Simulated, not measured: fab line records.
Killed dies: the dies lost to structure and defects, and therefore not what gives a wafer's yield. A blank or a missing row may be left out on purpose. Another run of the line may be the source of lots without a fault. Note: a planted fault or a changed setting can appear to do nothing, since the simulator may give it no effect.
Matching of chambers / flow n5 finfet / N5_FIN_SAQP_STRIP_77 on rie diel-04: 4 sister chambers
The step strips in N2/H2, time 90 s. 4 wafers are shown with their chamber, then 8 later ones without.

WAFERS PAIRED WITH THEIR CHAMBERS
wafer=L088.2; chamber=0; showerhead plenum p Torr (Torr)=3.47
wafer=L093.1; chamber=2; showerhead plenum p Torr (Torr)=3.21
wafer=L093.2; chamber=1; showerhead plenum p Torr (Torr)=3.24
wafer=L095.2; chamber=3; showerhead plenum p Torr (Torr)=3.18

WAFERS WITH NO CHAMBER GIVEN
wafer=L095.3; showerhead plenum p Torr (Torr)=3.21
wafer=L095.4; showerhead plenum p Torr (Torr)=3.46
wafer=L096.2; showerhead plenum p Torr (Torr)=3.18
wafer=L096.3; showerhead plenum p Torr (Torr)=3.21
wafer=L096.6; showerhead plenum p Torr (Torr)=3.24
wafer=L097.2; showerhead plenum p Torr (Torr)=3.21
wafer=L097.4; showerhead plenum p Torr (Torr)=3.23
wafer=L097.6; showerhead plenum p Torr (Torr)=3.23

WHICH CHAMBER EACH ONE RAN IN
wafer=L095.3; from the rows above=2; in truth=2
wafer=L095.4; from the rows above=0; in truth=0
wafer=L096.2; from the rows above=3; in truth=3
wafer=L096.3; from the rows above=2; in truth=2
wafer=L096.6; from the rows above=1; in truth=1
wafer=L097.2; from the rows above=2; in truth=2
wafer=L097.4; from the rows above=can't be placed: 1 or 2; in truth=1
wafer=L097.6; from the rows above=can't be placed: 1 or 2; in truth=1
Correctly placed: 6 of 8. Cannot be placed on the basis of these rows: 2; the candidates contain the true chamber in 2. Placed wrongly: 0.
How it was worked out, from the rows above alone: a wafer's distance from a chamber is the root of the sum, over the readings, of the square of ((its reading less the chamber's mean) divided by the reading's scatter). The wafer belongs to the nearest chamber; if the next one is less than 2 further off, it can't be placed. A chamber's mean is the mean of its shown wafers. The scatter: with one shown wafer a chamber, the root of the mean of the squares of how far each hidden wafer lies from its nearest shown one.
